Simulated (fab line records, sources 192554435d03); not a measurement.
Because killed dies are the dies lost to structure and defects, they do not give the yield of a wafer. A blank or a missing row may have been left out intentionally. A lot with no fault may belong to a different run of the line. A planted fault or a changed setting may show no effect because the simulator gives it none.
fab line records | flow n5-finfet | part 1 of 2: steps 1 to 20 of 32
[record] lots = 5 wafers = 15 last-day = 16
route steps=1938 shown BEOL_M1@758
lots untouched by any fault: they come from a run of this same line in which no faults occurred
start-h: hours from the record's first day to the start of the lot's first wafer shown | wait-h: how many hours have passed since the lot's step before this one | " identical to the entry in the row above | L1.1+2: one row covering several wafers at once | - either no value or no given start | * or withheld: withheld | < > ~ a bound
route shown NAME@n: NAME is a module with steps in the file, n the number in the route of the first one | usual: average and standard deviation across the fault-free wafers | same: alike in all rows | chamber/n: place in a boat | sites: each site's reading | _std_site: the standard deviation of these | _edge_site: the outer-site mean with the inner-site mean subtracted | radius-mm: how far each site lies from the wafer's centre | mask NAME#n: copy n | behind: tool/chamber where the wafer was last shaped | hold: why the lot went on hold/how many hours it stayed there/how the hold came to an end | device: the transistor (n, p or np) that didn't switch | end of line: the same wafers' tests at the end of the route | a step given without rows: its recipe and nothing more | killed: count of dies lost to structure and defects at first sort (not the wafer's yield) | map: the dies of a wafer, with x for killed, . for not killed, _ for no die there
set.NAME: the run value of the setting; set.NAME@STEP: its run value at that earlier step | model.NAME: the simulator's own value behind a step, which no gauge read
a table for each step, a row for each wafer; lots at some steps of the route
services: when a tool's chamber went out of use (start-h, in hours from the record's first day, below 0 if earlier), for how many hours, and the reason
[[steps]]
[step N5_BEOL_M1_COAT_05]
[recipe] resist = CAR-EUV spin-rpm = 1500 resist-thk-nm = 30
// columns lot.wafer tool chamber start-h wait-h
L075.1+3+5 litho-track-02 0 - -
L081.1+2+6 litho-track-02 0 - -
L083.2+3+4 litho-track-05 0 - -
L086.1+2+6 litho-track-04 0 - -
L090.1+5+6 litho-track-04 0 - -
[step N5_BEOL_M1_EBR_07]
[recipe] solvent = PGMEA ebr-width-mm = 1.5
// columns lot.wafer tool chamber start-h wait-h
L075.1+3+5 litho-track-02 0 - -
L081.1+2+6 litho-track-02 0 - -
L083.2+3+4 litho-track-05 0 - -
L086.1+2+6 litho-track-04 0 - -
L090.1+5+6 litho-track-04 0 - -
[step N5_BEOL_M1_SOFTBAKE_06]
[recipe] temp-c = 110 time-s = 60 resist = CAR-EUV
[usual] heater-power-total-W = 175.2/1.7
[same] time-s = 60
// columns lot.wafer tool chamber start-h wait-h heater-power-total-W
L075.1 litho-track-02 0 - - 173.0
L075.3 " 0 " " 173.2
L075.5 " 0 " " 176.3
L081.1 litho-track-02 0 - - 173.0
L081.2 " 0 " " 174.6
L081.6 " 0 " " 173.0
L083.2 litho-track-05 0 - - 175.7
L083.3 " 0 " " 175.4
L083.4 " 0 " " 173.2
L086.1 litho-track-04 0 - - 176.7
L086.2 " 0 " " 175.1
L086.6 " 0 " " 173.1
L090.1 litho-track-04 0 - - 175.7
L090.5 " 0 " " 174.8
L090.6 " 0 " " 176.5
[step N5_BEOL_M1_EXPOSE_08]
[recipe] mask-id = M1 na = 0.33 source-shape = dipole sigma-inner = 0.369 sigma-outer = 0.767 polarization = unpolarized dose-mj = 33
// columns lot.wafer tool chamber start-h wait-h mask
L075.1+3+5 euv-scanner-01 0 128.35 - M1#0
L081.1+2+6 euv-scanner-01 0 164.89 - M1#0
L083.2+3+4 euv-scanner-02 0 180.39 - M1#0
L086.1+2+6 euv-scanner-01 0 195.84 - M1#0
L090.1+5+6 euv-scanner-02 0 218.93 - M1#0
[step N5_BEOL_M1_PEB_09]
[recipe] peb-temp-c = 100 peb-time-s = 60 resist = CAR-EUV
[usual] heater-power-total-W = 154.0/1
[same] peb-time-s = 60
// columns lot.wafer tool chamber start-h wait-h heater-power-total-W
L075.1 litho-track-04 0 128.41 0.1 153.1
L075.3 " 0 " " 152.7
L075.5 " 0 " " 152.9
L081.1 litho-track-05 0 164.94 0.1 154.7
L081.2 " 0 " " 155.3
L081.6 " 0 " " 154.1
L083.2 litho-track-02 0 180.44 0.0 155.7
L083.3 " 0 " " 152.8
L083.4 " 0 " " 155.4
L086.1 litho-track-04 0 195.90 0.1 155.5
L086.2 " 0 " " 154.7
L086.6 " 0 " " 155.5
L090.1 litho-track-02 0 218.99 0.1 154.2
L090.5 " 0 " " 152.3
L090.6 " 0 " " 155.4
[step N5_BEOL_M1_DEVELOP_10]
[recipe] develop-time-s = 30 developer = TMAH resist = CAR-EUV rinse-liquid = surfactant-rinse dry = air-spin dev-temp-c = 23
// columns lot.wafer tool chamber start-h wait-h
L075.1+3+5 litho-track-04 0 - -
L081.1+2+6 litho-track-05 0 - -
L083.2+3+4 litho-track-02 0 - -
L086.1+2+6 litho-track-04 0 - -
L090.1+5+6 litho-track-02 0 - -
[step N5_BEOL_M1_CD_MEAS_11]
[recipe] target-cd-nm = 17.05 landing-energy-ev = 500 detector = se-inlens polarity = opening
[usual] cd-nm = 17.02/0.24
// columns lot.wafer tool chamber start-h wait-h cd-nm
L075.1 cd-sem-02 0 128.48 - 17.29
L075.3 " 0 " " 17.44
L075.5 " 0 " " 17.33
L081.1 cd-sem-03 0 165.01 - 17.01
L081.2 " 0 " " 16.74
L081.6 " 0 " " 17.19
L083.2 cd-sem-02 0 180.51 - 16.73
L083.3 " 0 " " 16.61
L083.4 " 0 " " 16.80
L086.1 cd-sem-02 0 195.97 - 17.26
L086.2 " 0 " " 16.37
L086.6 " 0 " " 17.29
L090.1 cd-sem-01 0 219.06 - 16.64
L090.5 " 0 " " 16.51
L090.6 " 0 " " 16.75
[step N5_BEOL_M1_OVL_MEAS_12]
[recipe] points-per-wafer = 522
[usual] M1_OVL = -0.3/0.64
// columns lot.wafer tool chamber start-h wait-h M1_OVL[nm]
L075.1 overlay-02 0 128.51 0.0 -1.1
L075.3 " 0 " " -0.3
L075.5 " 0 " " -0.4
L081.1 overlay-02 0 165.04 0.0 0.5
L081.2 " 0 " " 1.0
L081.6 " 0 " " 0.8
L083.2 overlay-01 0 180.54 0.0 0.2
L083.3 " 0 " " -0.2
L083.4 " 0 " " 0.5
L086.1 overlay-01 0 196.00 0.0 -0.1
L086.2 " 0 " " -0.6
L086.6 " 0 " " -0.3
L090.1 overlay-01 0 219.09 0.0 -1.3
L090.5 " 0 " " -0.7
L090.6 " 0 " " -0.7
[step N5_BEOL_M1_INSPECT_13]
[recipe] mode = adi inspect-instrument = brightfield
[usual] raw-defect-count = 445/120
// columns lot.wafer tool chamber start-h wait-h raw-defect-count
L075.1 defect-inspect-02 - 128.57 0.1 446
L075.3 " - " " 381
L075.5 " - " " 509
L081.1 defect-inspect-02 - 165.10 0.1 422
L081.2 " - " " 418
L081.6 " - " " 383
L083.2 defect-inspect-01 - 180.60 0.0 430
L083.3 " - " " 678
L083.4 " - " " 508
L086.1 defect-inspect-01 - 196.05 0.1 404
L086.2 " - " " 555
L086.6 " - " " 684
L090.1 defect-inspect-01 - 219.14 0.1 268
L090.5 " - " " 415
L090.6 " - " " 293
[step N5_BEOL_M1_DESCUM_16]
[recipe] chemistry = O2 time-s = 7 source-power-w = 50 bias-power-w = 20 pressure-mtorr = 20 rf-frequency-hz = 2.712e+07 temp-c = 40 resist = CAR-EUV o2-flow-sccm = 225
[usual] drypump-motor-current-A = 5.6/0.47 oes-product-au = 0.79/0.063 rf-vpp-V = 243.1/1.4 showerhead-plenum-p-Torr = 2.09/0.066 throttle-valve-pct = 20.33/0.18
[same] time-s = 7
// columns lot.wafer tool chamber start-h wait-h drypump-motor-current-A oes-product-au rf-hours-counter-h rf-vpp-V showerhead-plenum-p-Torr throttle-valve-pct
L075.1 rie-diel-03 1 128.60 0.0 5.4 0.92 21 244.4 2.04 20.11
L075.3 " 0 " " 5.5 0.78 147 241.8 2.10 20.27
L075.5 " 2 " " 6.1 0.76 - 242.4 2.00 20.01
L081.1 rie-diel-05 0 165.13 0.0 5.6 0.71 201 244.0 2.08 20.61
L081.2 " 2 " " 4.9 0.87 44 245.0 2.13 20.23
L081.6 " 2 " " 4.8 0.87 - 243.8 2.13 20.23
L083.2 rie-diel-03 1 180.63 0.0 5.4 0.89 39 241.9 2.04 20.13
L083.3 " 3 " " 5.1 0.82 89 244.3 2.20 20.36
L083.4 " 0 " " 5.5 0.76 164 243.2 2.09 20.29
L086.1 rie-diel-06 3 196.09 0.0 5.7 0.75 161 244.8 2.16 20.28
L086.2 " 0 " " 5.9 0.73 167 243.9 2.17 20.19
L086.6 " 1 " " 5.6 0.80 - 241.2 1.93 20.48
L090.1 rie-diel-05 2 219.36 0.2 4.8 0.84 61 242.2 2.12 20.26
L090.5 " 2 " " 4.9 0.86 - 243.4 2.12 20.26
L090.6 " 3 " " 6.1 0.76 - 244.3 2.11 20.46
[step N5_BEOL_M1_ETCH_74]
[recipe] chemistry = N2/H2 target = underlayer target-depth-a = 65 mask-material = CAR-EUV time-s = 5.2 ion-energy-ev = 200 pressure-mtorr = 30 source-w = 840 bias-w = 150 n2-flow-sccm = 200 h2-flow-sccm = 200 ends = cleared
[usual] drypump-motor-current-A = 5.6/0.47 etch-rf-on-time-s = 5.17/0.13 oes-product-au = 0.68/0.053 rf-vpp-V = 523.9/2.5 showerhead-plenum-p-Torr = 2.54/0.081 throttle-valve-pct = 17.76/0.22
// columns lot.wafer tool chamber start-h wait-h drypump-motor-current-A etch-rf-on-time-s oes-product-au rf-hours-counter-h rf-vpp-V showerhead-plenum-p-Torr throttle-valve-pct
L075.1 rie-diel-03 1 128.64 0.0 5.4 4.91 0.78 21 521.6 2.47 17.36
L075.3 " 0 " " 5.5 5.12 0.66 147 524.8 2.55 17.69
L075.5 " 2 " " 6.1 4.98 0.67 - 521.6 2.44 17.49
L081.1 rie-diel-05 0 165.17 0.0 5.6 5.31 0.61 201 523.8 2.52 17.97
L081.2 " 2 " " 4.9 5.13 0.75 44 523.0 2.59 17.56
L081.6 " 2 " " 4.9 5.13 0.74 - 525.2 2.59 17.55
L083.2 rie-diel-03 1 180.66 0.0 5.4 4.89 0.77 39 523.0 2.46 17.39
L083.3 " 3 " " 5.1 5.35 0.69 89 528.1 2.68 17.85
L083.4 " 0 " " 5.5 5.11 0.64 164 525.1 2.54 17.70
L086.1 rie-diel-06 3 196.12 0.0 5.7 5.29 0.62 161 526.0 2.63 17.74
L086.2 " 0 " " 5.9 5.07 0.65 167 525.9 2.65 17.71
L086.6 " 1 " " 5.5 5.07 0.68 - 516.8 2.36 18.12
L090.1 rie-diel-05 2 219.39 0.0 4.9 5.16 0.74 61 524.3 2.58 17.60
L090.5 " 2 " " 4.8 5.15 0.73 - 524.5 2.58 17.55
L090.6 " 3 " " 6.1 5.23 0.65 - 525.6 2.55 17.94
[step N5_BEOL_M1_ETCH_63]
[recipe] chemistry = CF4 target = SiARC target-depth-a = 156 mask-material = CAR-EUV time-s = 26 ion-energy-ev = 80 pressure-mtorr = 40 source-w = 545 bias-w = 36 Ar_flow_sccm = 100 cf4-flow-sccm = 100 ends = cleared
[usual] drypump-motor-current-A = 5.6/0.47 etch-rf-on-time-s = 25.9/0.62 oes-product-au = 0.68/0.054 rf-vpp-V = 184.1/1.2 showerhead-plenum-p-Torr = 2.14/0.066 throttle-valve-pct = 15.54/0.15
// columns lot.wafer tool chamber start-h wait-h drypump-motor-current-A etch-rf-on-time-s oes-product-au rf-hours-counter-h rf-vpp-V showerhead-plenum-p-Torr throttle-valve-pct
L075.1 rie-diel-03 1 128.65 0.0 5.4 24.9 0.79 21 184.3 2.10 15.30
L075.3 " 0 " " 5.4 25.5 0.67 147 183.5 2.14 15.43
L075.5 " 2 " " 6.2 25.2 0.66 - 182.8 2.06 15.31
L081.1 rie-diel-05 0 165.19 0.0 5.6 26.6 0.61 201 185.4 2.13 15.77
L081.2 " 2 " " 4.8 25.8 0.75 44 183.7 2.19 15.48
L081.6 " 2 " " 4.8 25.9 0.75 - 183.6 2.19 15.47
L083.2 rie-diel-03 1 180.68 0.0 5.4 24.8 0.77 39 183.0 2.10 15.35
L083.3 " 3 " " 5.1 26.3 0.70 89 186.1 2.26 15.60
L083.4 " 0 " " 5.5 25.6 0.65 164 183.7 2.13 15.48
L086.1 rie-diel-06 3 196.14 0.0 5.7 26.6 0.64 161 184.2 2.23 15.60
L086.2 " 0 " " 5.9 25.4 0.65 167 184.9 2.22 15.52
L086.6 " 1 " " 5.5 25.3 0.68 - 183.0 1.99 15.71
L090.1 rie-diel-05 2 219.41 0.0 4.8 25.6 0.74 61 185.3 2.18 15.50
L090.5 " 2 " " 4.8 25.5 0.74 - 184.2 2.18 15.50
L090.6 " 3 " " 6.1 26.6 0.64 - 185.1 2.13 15.51
[step N5_BEOL_M1_ETCH_64]
[recipe] chemistry = N2/H2 target = SOC target-depth-a = 750 overetch-a = 150 mask-material = SiARC temp-c = 40 time-s = 112.5 ion-energy-ev = 200 pressure-mtorr = 30 source-w = 840 bias-w = 150 n2-flow-sccm = 200 h2-flow-sccm = 200
[usual] drypump-motor-current-A = 5.6/0.47 oes-product-au = 0.63/0.046 rf-vpp-V = 523.8/2.5 showerhead-plenum-p-Torr = 2.54/0.081 throttle-valve-pct = 17.72/0.22
[same] time-s = 112.5
// columns lot.wafer tool chamber start-h wait-h drypump-motor-current-A oes-product-au rf-hours-counter-h rf-vpp-V showerhead-plenum-p-Torr throttle-valve-pct
L075.1 rie-diel-03 1 128.68 0.0 5.4 0.71 21 522.5 2.47 17.32
L075.3 " 0 " " 5.5 0.60 147 522.7 2.55 17.63
L075.5 " 2 " " 6.1 0.60 - 520.9 2.44 17.46
L081.1 rie-diel-05 0 165.21 0.0 5.5 0.57 201 523.6 2.52 17.93
L081.2 " 2 " " 4.9 0.70 44 526.2 2.59 17.51
L081.6 " 2 " " 4.8 0.69 - 523.3 2.59 17.53
L083.2 rie-diel-03 1 180.71 0.0 5.4 0.69 39 522.6 2.46 17.36
L083.3 " 3 " " 5.1 0.65 89 527.2 2.68 17.82
L083.4 " 0 " " 5.5 0.60 164 525.3 2.54 17.68
L086.1 rie-diel-06 3 196.17 0.0 5.7 0.59 161 525.8 2.63 17.71
L086.2 " 0 " " 5.9 0.59 167 526.6 2.65 17.64
L086.6 " 1 " " 5.5 0.63 - 516.9 2.36 18.06
L090.1 rie-diel-05 2 219.44 0.0 4.8 0.67 61 525.4 2.58 17.54
L090.5 " 2 " " 4.8 0.67 - 523.1 2.58 17.57
L090.6 " 3 " " 6.1 0.61 - 523.0 2.55 17.91
[step N5_BEOL_M1_STRIP_65]
[recipe] chemistry = N2/H2 temp-c = 40 n2-flow-sccm = 200 h2-flow-sccm = 200 rf-frequency-hz = 6e+07
// columns lot.wafer tool chamber start-h wait-h
L075.1+3+5 rie-diel-03 1,0,2 128.79 0.1
L081.1+2+6 rie-diel-05 0,2,2 165.32 0.1
L083.2+3+4 rie-diel-03 1,3,0 180.82 0.1
L086.1+2+6 rie-diel-06 3,0,1 196.28 0.1
L090.1+5+6 rie-diel-05 2,2,3 219.55 0.1
[step N5_BEOL_M1_STRIP_75]
[recipe] chemistry = N2/H2 temp-c = 40 n2-flow-sccm = 200 h2-flow-sccm = 200 rf-frequency-hz = 6e+07
// columns lot.wafer tool chamber start-h wait-h
L075.1+3+5 rie-diel-03 1,0,2 128.80 0.0
L081.1+2+6 rie-diel-05 0,2,2 165.33 0.0
L083.2+3+4 rie-diel-03 1,3,0 180.83 0.0
L086.1+2+6 rie-diel-06 3,0,1 196.29 0.0
L090.1+5+6 rie-diel-05 2,2,3 219.56 0.0
[step N5_BEOL_M1_STRIP_66]
[recipe] chemistry = CF4 resist = SiARC power-w = 300 bias-power-w = 75 pressure-mtorr = 50 cf4-flow-sccm = 150 rf-frequency-hz = 6e+07
[usual] drypump-motor-current-A = 5.6/0.48 oes-product-au = 0.78/0.057 rf-vpp-V = 271.0/1.3 showerhead-plenum-p-Torr = 1.79/0.054 throttle-valve-pct = 13.51/0.16
// columns lot.wafer tool chamber start-h wait-h drypump-motor-current-A oes-product-au rf-hours-counter-h rf-vpp-V showerhead-plenum-p-Torr throttle-valve-pct
L075.1 rie-diel-03 1 128.81 0.0 5.4 0.89 21 271.0 1.76 13.23
L075.3 " 0 " " 5.5 0.75 147 271.2 1.80 13.44
L075.5 " 2 " " 6.1 0.76 - 268.3 1.73 13.32
L081.1 rie-diel-05 0 165.34 0.0 5.6 0.71 201 269.7 1.79 13.79
L081.2 " 2 " " 4.9 0.87 44 271.7 1.83 13.38
L081.6 " 2 " " 4.8 0.86 - 271.9 1.83 13.38
L083.2 rie-diel-03 1 180.84 0.0 5.4 0.86 39 270.5 1.76 13.28
L083.3 " 3 " " 5.1 0.81 89 272.6 1.89 13.58
L083.4 " 0 " " 5.5 0.75 164 270.1 1.79 13.50
L086.1 rie-diel-06 3 196.30 0.0 5.7 0.74 161 272.7 1.86 13.59
L086.2 " 0 " " 5.9 0.74 167 273.5 1.88 13.58
L086.6 " 1 " " 5.5 0.78 - 268.0 1.68 13.75
L090.1 rie-diel-05 2 219.57 0.0 4.8 0.84 61 272.8 1.82 13.44
L090.5 " 2 " " 4.8 0.84 - 271.8 1.82 13.44
L090.6 " 3 " " 6.1 0.76 - 270.7 1.78 13.49
[step N5_BEOL_M1_HM_OPEN_17]
[recipe] chemistry = Cl2/BCl3 target-depth-a = 200 overetch-a = 60 target = TiN mask-material = SOC ion-energy-ev = 150 pressure-mtorr = 10 icp-w = 1000 bias-w = 126 Cl2_flow_sccm = 53.25 bcl3-flow-sccm = 21.75 Ar_flow_sccm = 25
[usual] bcl3-flow-sccm = 21.77/0.065 drypump-motor-current-A = 5.5/0.35 oes-product-au = 0.63/0.093 throttle-valve-pct = 22.19/0.22
// columns lot.wafer tool chamber start-h wait-h bcl3-flow-sccm drypump-motor-current-A oes-product-au rf-hours-counter-h throttle-valve-pct
L075.1 rie-metal-01 0 128.85 0.0 21.71 6.0 0.53 111 22.23
L075.3 " 1 " " 21.72 5.2 0.61 - 22.43
L075.5 " 0 " " 21.76 6.0 0.52 - 22.24
L081.1 rie-metal-02 1 165.38 0.0 21.70 5.5 0.57 85 21.95
L081.2 " 0 " " 21.71 5.1 0.72 18 21.91
L081.6 " 0 " " 21.77 5.2 0.72 - 21.92
L083.2 rie-metal-01 1 180.88 0.0 21.74 5.2 0.60 69 22.44
L083.3 " 0 " " 21.79 5.9 0.52 - 22.25
L083.4 " 1 " " 21.75 5.2 0.61 - 22.46
L086.1 rie-metal-01 0 196.34 0.0 21.76 6.0 0.51 119 22.25
L086.2 " 1 " " 21.88 5.2 0.60 70 22.45
L086.6 " 1 " " 21.97 5.2 0.61 - 22.45
L090.1 rie-metal-01 0 219.61 0.0 21.82 6.0 0.52 121 22.25
L090.5 " 1 " " 21.75 5.2 0.60 - 22.46
L090.6 " 0 " " 21.75 6.0 0.52 - 22.26
[step N5_BEOL_M1_STRIP_19]
[recipe] chemistry = O2 power-w = 400 temp-c = 40 pressure-mtorr = 30 rf-frequency-hz = 6e+07 bias-power-w = 0 overash-fraction = 0.2 o2-flow-sccm = 225
[usual] drypump-motor-current-A = 5.7/0.45 oes-product-au = 0.79/0.062 rf-vpp-V = 3.7/0.42 showerhead-plenum-p-Torr = 2.10/0.07 throttle-valve-pct = 16.61/0.18
// columns lot.wafer tool chamber start-h wait-h drypump-motor-current-A oes-product-au rf-hours-counter-h rf-vpp-V showerhead-plenum-p-Torr throttle-valve-pct
L075.1 rie-diel-05 2 128.97 0.1 4.8 0.90 31 3.3 2.14 16.44
L075.3 " 1 " " 6.5 0.68 248 3.1 2.06 16.88
L075.5 " 0 " " 5.6 0.72 - 2.6 2.09 16.83
L081.1 rie-diel-06 2 165.51 0.1 6.0 0.79 107 3.3 2.13 16.91
L081.2 " 3 " " 5.7 0.75 153 3.9 2.16 16.55
L081.6 " 2 " " 6.1 0.77 - 3.6 2.13 16.91
L083.2 rie-diel-03 2 180.99 0.1 6.1 0.75 166 3.6 2.00 16.34
L083.3 " 3 " " 5.1 0.83 89 3.8 2.20 16.61
L083.4 " 1 " " 5.4 0.89 39 4.5 2.04 16.35
L086.1 rie-diel-06 1 196.45 0.1 5.5 0.79 123 3.8 1.94 16.74
L086.2 " 2 " " 6.1 0.77 115 3.1 2.13 16.93
L086.6 " 0 " " 5.9 0.74 - 3.7 2.17 16.49
L090.1 rie-diel-03 3 219.72 0.1 5.1 0.81 102 4.1 2.20 16.64
L090.5 " 3 " " 5.1 0.82 - 3.0 2.20 16.62
L090.6 " 0 " " 5.5 0.76 - 3.9 2.09 16.57
[step N5_BEOL_M1_CD_MEAS_18]
[recipe] pitch-nm = 36 target-cd-nm = 18
[usual] cd-nm = 18.0/0.32
// columns lot.wafer tool chamber start-h wait-h cd-nm
L075.1 cd-sem-02 - 129.04 0.0 17.9
L075.3 " - " " 18.3
L075.5 " - " " 17.7
L081.1 cd-sem-03 - 165.58 0.0 18.0
L081.2 " - " " 18.4
L081.6 " - " " 18.8
L083.2 cd-sem-02 - 181.06 0.1 17.7
L083.3 " - " " 18.0
L083.4 " - " " 17.9
L086.1 cd-sem-03 - 196.53 0.1 17.3
L086.2 " - " " 18.1
L086.6 " - " " 17.9
L090.1 cd-sem-01 - 219.79 0.0 17.8
L090.5 " - " " 18.1
L090.6 " - " " 17.9
[step N5_BEOL_M1_COAT_67]
[recipe] resist = SOC temp-c = 250 time-s = 60 spin-rpm = 1500 resist-thk-nm = 60
[usual] heater-power-total-W = 500.4/1.7
[same] time-s = 60
// columns lot.wafer tool chamber start-h wait-h heater-power-total-W
L075.1 litho-track-02 0 129.08 0.0 498.4
L075.3 " 0 " " 497.5
L075.5 " 0 " " 499.4
L081.1 litho-track-02 0 165.61 0.0 499.0
L081.2 " 0 " " 502.2
L081.6 " 0 " " 501.0
L083.2 litho-track-02 0 181.10 0.0 500.2
L083.3 " 0 " " 498.3
L083.4 " 0 " " 503.0
L086.1 litho-track-02 0 196.56 0.0 500.0
L086.2 " 0 " " 498.3
L086.6 " 0 " " 499.7
L090.1 litho-track-04 0 219.82 0.0 498.7
L090.5 " 0 " " 500.2
L090.6 " 0 " " 500.8
